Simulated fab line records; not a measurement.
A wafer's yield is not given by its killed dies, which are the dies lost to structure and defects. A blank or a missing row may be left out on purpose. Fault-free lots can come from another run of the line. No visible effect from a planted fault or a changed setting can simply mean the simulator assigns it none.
fab line records + flow n5Finfet
[record]
- lots = 6
- wafers = 17
- lastDay = 19
route steps=1938 shown BEOL_M4@1048
lots that met no fault: taken from a fault-free run of the same line
startH: the number of hours between the record's first day and the start of the first shown wafer of the lot + waitH: hours since the lot's step before + " identical to the entry in the row above + L1.1+2: one row covering several wafers at once + - no value, or no start was given + * or withheld: withheld + < > ~ a bound
route shown NAME@n: NAME is a module with steps in the file, n the number in the route of the first one + usual: the fault-free wafers' mean and standard deviation + same: alike in all rows + chamber/n: place in a boat + sites: the reading at each site + _std_site: their standard deviation + _edge_site: the outer-site mean with the inner-site mean subtracted + radiusMm: how far each site lies from the wafer's centre + mask NAME#n: copy n + behind: the most recent tool/chamber to have shaped the wafer + hold: the reason the lot was held/the length of the hold in hours/how it ended + device: the n, p or np transistor that did not switch + end of line: the tests these same wafers got at the end of their route + a step given without rows: its recipe and nothing more + killed: at the first sort, the dies lost to defects and structure; wafer yield is something else + map: a wafer's dies, x killed, . not, _ none there
set.NAME: setting as actually run; set.NAME@STEP: the setting as run at that earlier step + model.NAME: the simulator's own value behind a step, which no gauge read
lots at selected steps of the route; one table per step, one row per wafer
services: when a tool's chamber went out of use (startH, in hours from the record's first day, below 0 if earlier), for how many hours, and the reason
[[steps]]
[step N5_BEOL_M4_COAT_68]
[recipe]
- resist = SiARC
- tempC = 220
- timeS = 60
- spinRpm = 1500
- resistThkNm = 12
[step N5_BEOL_M4_COAT_76]
[recipe]
- resist = underlayer
- tempC = 205
- timeS = 60
- spinRpm = 1500
- resistThkNm = 5
[step N5_BEOL_M4_COAT_22]
[recipe]
- resist = CAR-EUV
- spinRpm = 1500
- resistThkNm = 30
[step N5_BEOL_M4_EBR_24]
[recipe]
- solvent = PGMEA
- ebrWidthMm = 1.5
[step N5_BEOL_M4_SOFTBAKE_23]
[recipe]
- tempC = 110
- timeS = 60
- resist = CAR-EUV
[step N5_BEOL_M4_EXPOSE_25]
[recipe]
- maskId = V3
- na = 0.33
- sourceShape = quasar
- sigmaInner = 0.2
- sigmaOuter = 0.8
- polarization = unpolarized
- defocusNm = 5
- doseMj = 63
[step N5_BEOL_M4_PEB_26]
[recipe]
- pebTempC = 100
- pebTimeS = 60
- resist = CAR-EUV
[step N5_BEOL_M4_DEVELOP_27]
[recipe]
- developTimeS = 30
- developer = TMAH
- resist = CAR-EUV
- rinseLiquid = surfactantRinse
- dry = airSpin
- devTempC = 23
[step N5_BEOL_M4_CD_MEAS_28]
[recipe]
- targetCdNm = 26.2
- landingEnergyEv = 500
- detector = seInlens
- targetCdYNm = 24.1
- polarity = opening
[usual]
- cdNm = 26.17/0.22
| lot.wafer | tool     | chamber | startH | waitH | cdNm  |
|-----------|----------|---------|--------|-------|-------|
| L356.1    | cdSem-03 | 0       | 207.73 | -     | 25.86 |
| L356.3    | "        | 0       | "      | "     | 26.16 |
| L356.5    | "        | 0       | "      | "     | 25.73 |
| L361.2    | cdSem-03 | 0       | 222.80 | -     | 26.08 |
| L361.3    | "        | 0       | "      | "     | 26.18 |
| L361.5    | "        | 0       | "      | "     | 25.91 |
| L366.1    | cdSem-02 | 0       | 261.57 | -     | 26.19 |
| L366.5    | "        | 0       | "      | "     | 26.28 |
| L366.6    | "        | 0       | "      | "     | 26.20 |
| L370.4    | cdSem-03 | 0       | 282.13 | -     | 26.63 |
| L370.5    | "        | 0       | "      | "     | 26.13 |
| L376.1    | cdSem-01 | 0       | 314.11 | -     | 26.34 |
| L376.3    | "        | 0       | "      | "     | 26.46 |
| L376.4    | "        | 0       | "      | "     | 26.52 |
| L377.1    | cdSem-02 | 0       | 319.07 | -     | 25.85 |
| L377.3    | "        | 0       | "      | "     | 26.08 |
| L377.6    | "        | 0       | "      | "     | 26.04 |
[step N5_BEOL_M4_OVL_MEAS_29]
[recipe]
- pointsPerWafer = 522
[usual]
- V3_OVL = 0.2/0.73
| lot.wafer | tool       | chamber | startH | waitH | V3_OVL[nm] |
|-----------|------------|---------|--------|-------|------------|
| L356.1    | overlay-02 | 0       | 207.76 | 0.0   | -0.2       |
| L356.3    | "          | 0       | "      | "     | 0.3        |
| L356.5    | "          | 0       | "      | "     | 0.1        |
| L361.2    | overlay-02 | 0       | 222.83 | 0.0   | 1.3        |
| L361.3    | "          | 0       | "      | "     | 1.1        |
| L361.5    | "          | 0       | "      | "     | 0.2        |
| L366.1    | overlay-01 | 0       | 261.60 | 0.0   | -0.6       |
| L366.5    | "          | 0       | "      | "     | 0.0        |
| L366.6    | "          | 0       | "      | "     | 0.4        |
| L370.4    | overlay-02 | 0       | 282.17 | 0.0   | 1.2        |
| L370.5    | "          | 0       | "      | "     | 0.4        |
| L376.1    | overlay-01 | 0       | 314.14 | 0.0   | 1.0        |
| L376.3    | "          | 0       | "      | "     | 0.5        |
| L376.4    | "          | 0       | "      | "     | 0.5        |
| L377.1    | overlay-01 | 0       | 319.10 | 0.0   | 0.3        |
| L377.3    | "          | 0       | "      | "     | 0.3        |
| L377.6    | "          | 0       | "      | "     | 1.0        |
[step N5_BEOL_M4_INSPECT_30]
[recipe]
- mode = adi
- inspectInstrument = brightfield
[usual]
- rawDefectCount = 412/100
| lot.wafer | tool             | chamber | startH | waitH | rawDefectCount |
|-----------|------------------|---------|--------|-------|----------------|
| L356.1    | defectInspect-01 | -       | 207.82 | 0.1   | 409            |
| L356.3    | "                | -       | "      | "     | 259            |
| L356.5    | "                | -       | "      | "     | 329            |
| L361.2    | defectInspect-02 | -       | 222.88 | 0.0   | 276            |
| L361.3    | "                | -       | "      | "     | 559            |
| L361.5    | "                | -       | "      | "     | 360            |
| L366.1    | defectInspect-01 | -       | 261.66 | 0.1   | 223            |
| L366.5    | "                | -       | "      | "     | 499            |
| L366.6    | "                | -       | "      | "     | 271            |
| L370.4    | defectInspect-02 | -       | 282.21 | 0.0   | 655            |
| L370.5    | "                | -       | "      | "     | 590            |
| L376.1    | defectInspect-01 | -       | 314.19 | 0.1   | 344            |
| L376.3    | "                | -       | "      | "     | 367            |
| L376.4    | "                | -       | "      | "     | 369            |
| L377.1    | defectInspect-01 | -       | 319.16 | 0.1   | 323            |
| L377.3    | "                | -       | "      | "     | 308            |
| L377.6    | "                | -       | "      | "     | 317            |
[step N5_BEOL_M4_DESCUM_33]
[recipe]
- chemistry = O2
- timeS = 7
- sourcePowerW = 50
- biasPowerW = 20
- pressureMtorr = 20
- rfFrequencyHz = 2.712e+07
- tempC = 40
- resist = CAR-EUV
- o2FlowSccm = 225
[usual]
- drypumpMotorCurrentA = 5.9/0.48
- o2FlowSccm = 225.0/0.7
- oesProductAu = 0.79/0.099
- rfVppV = 243.1/1.5
- showerheadPlenumPTorr = 2.09/0.076
- throttleValvePct = 20.4/0.37
| lot.wafer | tool       | chamber | startH | waitH | drypumpMotorCurrentA | o2FlowSccm | oesProductAu | rfHoursCounterH | rfVppV | showerheadPlenumPTorr | throttleValvePct |
|-----------|------------|---------|--------|-------|----------------------|------------|--------------|-----------------|--------|-----------------------|------------------|
| L356.1    | rieDiel-01 | 0       | 207.86 | 0.0   | 6.4                  | 225.2      | 0.71         | 201             | 245.1  | 2.15                  | 20.7             |
| L356.3    | "          | 0       | "      | "     | 6.4                  | 224.1      | 0.71         | -               | 244.4  | 2.15                  | 20.7             |
| L356.5    | "          | 0       | "      | "     | 6.4                  | 225.5      | 0.71         | -               | 242.5  | 2.15                  | 20.7             |
| L361.2    | rieDiel-03 | 3       | 222.92 | 0.0   | 6.5                  | 225.8      | 0.69         | 221             | 244.8  | 2.16                  | 20.5             |
| L361.3    | "          | 1       | "      | "     | 5.1                  | 225.2      | 0.93         | 8               | 243.7  | 2.14                  | 20.0             |
| L361.5    | "          | 1       | "      | "     | 5.2                  | 224.9      | 0.94         | -               | 244.1  | 2.14                  | 20.0             |
| L366.1    | rieDiel-03 | 2       | 261.90 | 0.2   | 5.3                  | 224.5      | 0.73         | 158             | 240.7  | 2.01                  | 20.1             |
| L366.5    | "          | 2       | "      | "     | 5.3                  | 224.5      | 0.73         | -               | 242.1  | 2.01                  | 20.2             |
| L366.6    | "          | 3       | "      | "     | 6.5                  | 224.9      | 0.68         | -               | 244.2  | 2.15                  | 20.6             |
| L370.4    | rieDiel-03 | 2       | 282.25 | 0.0   | 5.3                  | 225.4      | 0.73         | 165             | 242.0  | 2.01                  | 20.2             |
| L370.5    | "          | 1       | "      | "     | 5.2                  | 225.6      | 0.90         | -               | 243.8  | 2.14                  | 20.1             |
| L376.1    | rieDiel-04 | 1       | 314.50 | 0.3   | 6.4                  | 224.3      | 0.83         | 60              | 243.9  | 2.12                  | 20.1             |
| L376.3    | "          | 0       | "      | "     | 6.0                  | 224.3      | 0.70         | 190             | 243.8  | 2.09                  | 21.0             |
| L376.4    | "          | 2       | "      | "     | 5.6                  | 224.3      | 0.68         | 237             | 239.7  | 2.00                  | 20.9             |
| L377.1    | rieDiel-04 | 0       | 319.19 | 0.0   | 6.0                  | 225.1      | 0.70         | 192             | 242.0  | 2.09                  | 21.0             |
| L377.3    | "          | 1       | "      | "     | 6.4                  | 225.0      | 0.84         | 63              | 243.8  | 2.12                  | 20.2             |
| L377.6    | "          | 1       | "      | "     | 6.4                  | 223.9      | 0.84         | -               | 245.2  | 2.12                  | 20.1             |
[step N5_BEOL_M4_ETCH_77]
[recipe]
- chemistry = N2/H2
- target = underlayer
- targetDepthA = 65
- maskMaterial = CAR-EUV
- timeS = 5.2
- ionEnergyEv = 200
- pressureMtorr = 30
- sourceW = 840
- biasW = 150
- n2FlowSccm = 200
- h2FlowSccm = 200
- ends = cleared
[usual]
- drypumpMotorCurrentA = 5.9/0.48
- etchRfOnTimeS = 5.25/0.098
- oesProductAu = 0.67/0.079
- rfVppV = 523.6/2.9
- showerheadPlenumPTorr = 2.53/0.1
- throttleValvePct = 17.8/0.39
| lot.wafer | tool       | chamber | startH | waitH | drypumpMotorCurrentA | etchRfOnTimeS | oesProductAu | rfHoursCounterH | rfVppV | showerheadPlenumPTorr | throttleValvePct |
|-----------|------------|---------|--------|-------|----------------------|---------------|--------------|-----------------|--------|-----------------------|------------------|
| L356.1    | rieDiel-01 | 0       | 207.91 | 0.0   | 6.4                  | 5.32          | 0.60         | 201             | 524.3  | 2.61                  | 18.1             |
| L356.3    | "          | 0       | "      | "     | 6.4                  | 5.31          | 0.60         | -               | 526.0  | 2.61                  | 18.1             |
| L356.5    | "          | 0       | "      | "     | 6.4                  | 5.32          | 0.60         | -               | 526.2  | 2.61                  | 18.1             |
| L361.2    | rieDiel-03 | 3       | 222.95 | 0.0   | 6.5                  | 5.38          | 0.60         | 221             | 527.1  | 2.63                  | 18.0             |
| L361.3    | "          | 1       | "      | "     | 5.2                  | 5.40          | 0.80         | 8               | 526.1  | 2.61                  | 17.5             |
| L361.5    | "          | 1       | "      | "     | 5.2                  | 5.33          | 0.79         | -               | 525.6  | 2.61                  | 17.5             |
| L366.1    | rieDiel-03 | 2       | 261.93 | 0.0   | 5.3                  | 5.20          | 0.63         | 158             | 519.3  | 2.43                  | 17.6             |
| L366.5    | "          | 2       | "      | "     | 5.3                  | 3.41          | 0.82         | -               | 520.3  | 2.43                  | 17.6             |
| L366.6    | "          | 3       | "      | "     | 6.5                  | 3.53          | 0.75         | -               | 525.0  | 2.62                  | 18.1             |
| L370.4    | rieDiel-03 | 2       | 282.28 | 0.0   | 5.3                  | 5.17          | 0.63         | 165             | 522.9  | 2.43                  | 17.6             |
| L370.5    | "          | 1       | "      | "     | 5.2                  | 3.42          | 0.99         | -               | 522.4  | 2.60                  | 17.6             |
| L376.1    | rieDiel-04 | 1       | 314.53 | 0.0   | 6.4                  | 5.35          | 0.70         | 60              | 524.7  | 2.59                  | 17.6             |
| L376.3    | "          | 0       | "      | "     | 6.0                  | 5.24          | 0.61         | 190             | 523.5  | 2.53                  | 18.4             |
| L376.4    | "          | 2       | "      | "     | 5.6                  | 5.26          | 0.59         | 237             | 521.3  | 2.40                  | 18.2             |
| L377.1    | rieDiel-04 | 0       | 319.23 | 0.0   | 6.0                  | 5.33          | 0.60         | 192             | 524.8  | 2.53                  | 18.4             |
| L377.3    | "          | 1       | "      | "     | 6.4                  | 5.32          | 0.69         | 63              | 525.6  | 2.59                  | 17.7             |
| L377.6    | "          | 1       | "      | "     | 6.4                  | 5.34          | 0.70         | -               | 522.7  | 2.59                  | 17.6             |
[step N5_BEOL_M4_ETCH_69]
[recipe]
- chemistry = CF4
- target = SiARC
- targetDepthA = 156
- maskMaterial = CAR-EUV
- timeS = 26
- ionEnergyEv = 80
- pressureMtorr = 40
- sourceW = 545
- biasW = 36
- Ar_flow_sccm = 100
- cf4FlowSccm = 100
- ends = cleared
[usual]
- drypumpMotorCurrentA = 5.9/0.48
- etchRfOnTimeS = 26.4/0.44
- oesProductAu = 0.67/0.08
- rfVppV = 184.1/1.3
- showerheadPlenumPTorr = 2.13/0.076
- throttleValvePct = 15.6/0.37
| lot.wafer | tool       | chamber | startH | waitH | drypumpMotorCurrentA | etchRfOnTimeS | oesProductAu | rfHoursCounterH | rfVppV | showerheadPlenumPTorr | throttleValvePct |
|-----------|------------|---------|--------|-------|----------------------|---------------|--------------|-----------------|--------|-----------------------|------------------|
| L356.1    | rieDiel-01 | 0       | 207.93 | 0.0   | 6.4                  | 27.1          | 0.60         | 201             | 184.1  | 2.22                  | 16.0             |
| L356.3    | "          | 0       | "      | "     | 6.3                  | 26.9          | 0.60         | -               | 183.8  | 2.22                  | 16.0             |
| L356.5    | "          | 0       | "      | "     | 6.4                  | 27.1          | 0.60         | -               | 185.3  | 2.22                  | 15.9             |
| L361.2    | rieDiel-03 | 3       | 222.97 | 0.0   | 6.5                  | 26.6          | 0.60         | 221             | 185.4  | 2.20                  | 15.7             |
| L361.3    | "          | 1       | "      | "     | 5.2                  | 26.6          | 0.81         | 8               | 184.8  | 2.19                  | 15.2             |
| L361.5    | "          | 1       | "      | "     | 5.2                  | 26.7          | 0.80         | -               | 186.0  | 2.19                  | 15.2             |
| L366.1    | rieDiel-03 | 2       | 261.95 | 0.0   | 5.3                  | 26.1          | 0.64         | 158             | 182.7  | 2.05                  | 15.4             |
| L366.5    | "          | 2       | "      | "     | 5.3                  | 26.3          | 0.63         | -               | 182.4  | 2.05                  | 15.4             |
| L366.6    | "          | 3       | "      | "     | 6.5                  | 26.8          | 0.59         | -               | 185.0  | 2.19                  | 15.7             |
| L370.4    | rieDiel-03 | 2       | 282.30 | 0.0   | 5.3                  | 26.6          | 0.63         | 165             | 182.2  | 2.05                  | 15.4             |
| L370.5    | "          | 1       | "      | "     | 5.2                  | 26.8          | 0.76         | -               | 185.2  | 2.18                  | 15.2             |
| L376.1    | rieDiel-04 | 1       | 314.55 | 0.0   | 6.4                  | 26.9          | 0.70         | 60              | 183.8  | 2.16                  | 15.3             |
| L376.3    | "          | 0       | "      | "     | 6.0                  | 26.6          | 0.60         | 190             | 183.3  | 2.13                  | 16.1             |
| L376.4    | "          | 2       | "      | "     | 5.6                  | 26.7          | 0.58         | 237             | 182.8  | 2.04                  | 16.0             |
| L377.1    | rieDiel-04 | 0       | 319.24 | 0.0   | 6.0                  | 26.8          | 0.60         | 192             | 183.5  | 2.13                  | 16.1             |
| L377.3    | "          | 1       | "      | "     | 6.4                  | 27.0          | 0.69         | 63              | 185.2  | 2.16                  | 15.3             |
| L377.6    | "          | 1       | "      | "     | 6.4                  | 27.2          | 0.69         | -               | 185.3  | 2.16                  | 15.3             |
[step N5_BEOL_M4_RC_MEAS_101]
[usual]
- DIBL_N = 35.8/1.7
- DIBL_P = 35.3/2
- IOFF_N = 0.150/0.026
- IOFF_P = 0.194/0.029
- ION_N = 667/11
- ION_P = 456/7.1
- SS_N = 71.4/0.65
- SS_P = 73.1/0.64
- VT_N = 251/3
- VT_P = -252/3.2
| lot.wafer | tool      | chamber | startH | waitH | DIBL_N[mV/V] | DIBL_P[mV/V] | IOFF_N[nA/um] | IOFF_P[nA/um] | ION_N[uA/um] | ION_P[uA/um] | SS_N[mV/dec] | SS_P[mV/dec] | VT_N[mV] | VT_P[mV] |
|-----------|-----------|---------|--------|-------|--------------|--------------|---------------|---------------|--------------|--------------|--------------|--------------|----------|----------|
| L356.1    | prober-01 | 0       | 242.34 | 0.0   | 36.9         | 37.8         | 0.179         | 0.212         | 673          | 457          | 71.9         | 73.9         | 245      | -250     |
| L356.3    | "         | 0       | "      | "     | 34.6         | 34.3         | 0.137         | 0.184         | 660          | 452          | 70.8         | 72.6         | 251      | -254     |
| L356.5    | "         | 0       | "      | "     | 37.1         | 36.9         | 0.160         | 0.201         | 660          | 451          | 71.5         | 73.7         | 248      | -252     |
| L361.2    | prober-02 | 0       | 260.58 | 0.2   | 37.2         | 38.2         | 0.161         | 0.218         | 662          | 455          | 71.8         | 73.8         | 250      | -253     |
| L361.3    | "         | 0       | "      | "     | 37.9         | 36.9         | 0.166         | 0.202         | 673          | 454          | 72.3         | 73.5         | 251      | -254     |
| L361.5    | "         | 0       | "      | "     | 36.1         | 36.6         | 0.150         | 0.195         | 670          | 454          | 71.4         | 73.7         | 251      | -254     |
| L366.1    | prober-02 | 0       | 286.57 | 0.0   | 37.1         | 38.5         | 0.168         | 0.261         | 674          | 459          | 71.4         | 73.6         | 250      | -246     |
| L366.5    | "         | 0       | "      | "     | 35.1         | 35.9         | 0.134         | 0.216         | 669          | 465          | 70.6         | 73.1         | 252      | -247     |
| L366.6    | "         | 0       | "      | "     | 35.1         | 34.1         | 0.126         | 0.182         | 656          | 449          | 70.7         | 72.2         | 253      | -250     |
| L370.4    | prober-02 | 0       | 314.17 | 0.5   | 35.8         | 37.1         | 0.152         | 0.223         | 675          | 469          | 70.9         | 73.5         | 248      | -249     |
| L370.5    | "         | 0       | "      | "     | 38.3         | 38.8         | 0.194         | 0.245         | 684          | 465          | 71.8         | 74.2         | 247      | -246     |
| L376.1    | prober-01 | 0       | 344.16 | 0.0   | 36.8         | 37.6         | 0.154         | 0.215         | 668          | 459          | 71.5         | 73.2         | 251      | -251     |
| L376.3    | "         | 0       | "      | "     | 36.1         | 36.8         | 0.144         | 0.207         | 670          | 464          | 71.6         | 73.1         | 250      | -251     |
| L376.4    | "         | 0       | "      | "     | 37.6         | 37.2         | 0.186         | 0.212         | 668          | 453          | 72.7         | 73.5         | 248      | -252     |
| L377.1    | prober-02 | 0       | 347.58 | 0.0   | 36.7         | 35.5         | 0.155         | 0.222         | 672          | 466          | 71.4         | 73.3         | 251      | -249     |
| L377.3    | "         | 0       | "      | "     | 37.9         | 36.6         | 0.179         | 0.236         | 676          | 468          | 71.4         | 74.4         | 248      | -250     |
| L377.6    | "         | 0       | "      | "     | 38.9         | 37.1         | 0.201         | 0.247         | 681          | 461          | 71.9         | 73.6         | 247      | -248     |
[[services]]
| tool       | chamber | startH | hours | kind                         |
|------------|---------|--------|-------|------------------------------|
| rieDiel-01 | 2       | 196.01 | 16.2  | repair                       |
| rieDiel-04 | 3       | 217.41 | -     | clean                        |
| rieDiel-04 | 3       | 217.41 | -     | consumableReplace:focusRing  |
| rieDiel-04 | 3       | 217.41 | -     | consumableReplace:showerhead |
| rieDiel-04 | 3       | 217.41 | 30.8  | scheduledDown                |
| rieDiel-04 | 3       | 217.41 | 30.8  | ventCycle                    |
| rieDiel-01 | 0       | 236.26 | 2.0   | repair                       |
| rieDiel-03 | 0       | 237.96 | -     | clean                        |
| rieDiel-03 | 0       | 237.96 | -     | consumableReplace:focusRing  |
| rieDiel-03 | 0       | 237.96 | -     | consumableReplace:showerhead |
| rieDiel-03 | 0       | 237.96 | 22.2  | scheduledDown                |
| rieDiel-03 | 0       | 237.96 | 22.2  | ventCycle                    |
| rieDiel-01 | 1       | 242.72 | 9.3   | repair                       |
| rieDiel-03 | 1       | 252.93 | 10.3  | repair                       |
| rieDiel-04 | 2       | 296.24 | 7.2   | repair                       |
| rieDiel-03 | 3       | 303.59 | -     | clean                        |
| rieDiel-03 | 3       | 303.59 | -     | consumableReplace:focusRing  |
| rieDiel-03 | 3       | 303.59 | 24.1  | scheduledDown                |
| rieDiel-03 | 3       | 303.59 | 24.1  | ventCycle                    |
[[key]]
[firstSign]
- step = N5_BEOL_M4_ETCH_77
- reading = etchRfOnTimeS
- direction = down
- sigmas = 18
- usual = *
- struck = *
[effect]
- step = N5_BEOL_M4_ETCH_77
- reading = oesProductAu
- direction = up
- sigmas = 2.3
- usual = 0.67
- struck = 0.86
metAt N5_BEOL_M4_ETCH_77
struckWafers L366.5,L366.6,L370.5
onsetBetween 222.95 261.93
[fault]
- kind = processParameterDrift
- tool = rieDiel-03
- chamber = -
- onsetH = 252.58
- steps = N5_BEOL_M4_ETCH_77
- channel = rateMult
- offset = 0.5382
- shape = step
- endH = 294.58
- scope = struckWafersOnly
